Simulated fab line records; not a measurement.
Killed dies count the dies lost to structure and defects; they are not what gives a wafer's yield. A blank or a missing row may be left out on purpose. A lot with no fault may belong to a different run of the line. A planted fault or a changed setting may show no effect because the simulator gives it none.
Matching of chambers	flow nand harc	4 sister chambers for NHARC_A_STAIRCASE_TRIM_229 on rie diel-02
The step chemistry O2, time 211.2 s. 4 wafers are shown with their chamber, then 8 later ones without.

## EACH WAFER AND ITS CHAMBER
wafer	chamber	drypump motor current A (A)
L087.3	0	5.4
L087.5	3	6.7
L089.5	1	5.4
L088.1	2	6.5

## WAFERS MISSING THEIR CHAMBER
wafer	drypump motor current A (A)
L088.2	6.7
L088.3	5.4
L095.1	5.4
L095.4	5.4
L095.5	6.4
L097.2	5.4
L097.3	6.4
L097.6	6.5

## THE CHAMBER EACH PASSED THROUGH
wafer	from the rows above	in truth
L088.2	3	3
L088.3	can't be placed: 0 or 1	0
L095.1	can't be placed: 0 or 1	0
L095.4	can't be placed: 0 or 1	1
L095.5	2	2
L097.2	can't be placed: 0 or 1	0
L097.3	2	2
L097.6	2	2
Correct placement for 4 of the 8. Unplaceable from these rows: 4, with the true chamber sitting among the candidates in 4. Wrongly placed: 0.
How it was worked out, from the rows above alone: a wafer's distance from a chamber is the root of the sum, over the readings, of the square of ((its reading less the chamber's mean) divided by the reading's scatter). If the next closest chamber is less than 2 further off than the closest, the wafer can't be placed; otherwise it belongs to the closest. A chamber's mean is the mean of its shown wafers. The scatter: root of mean squared gap, hidden wafer to nearest shown wafer, with one shown wafer a chamber.
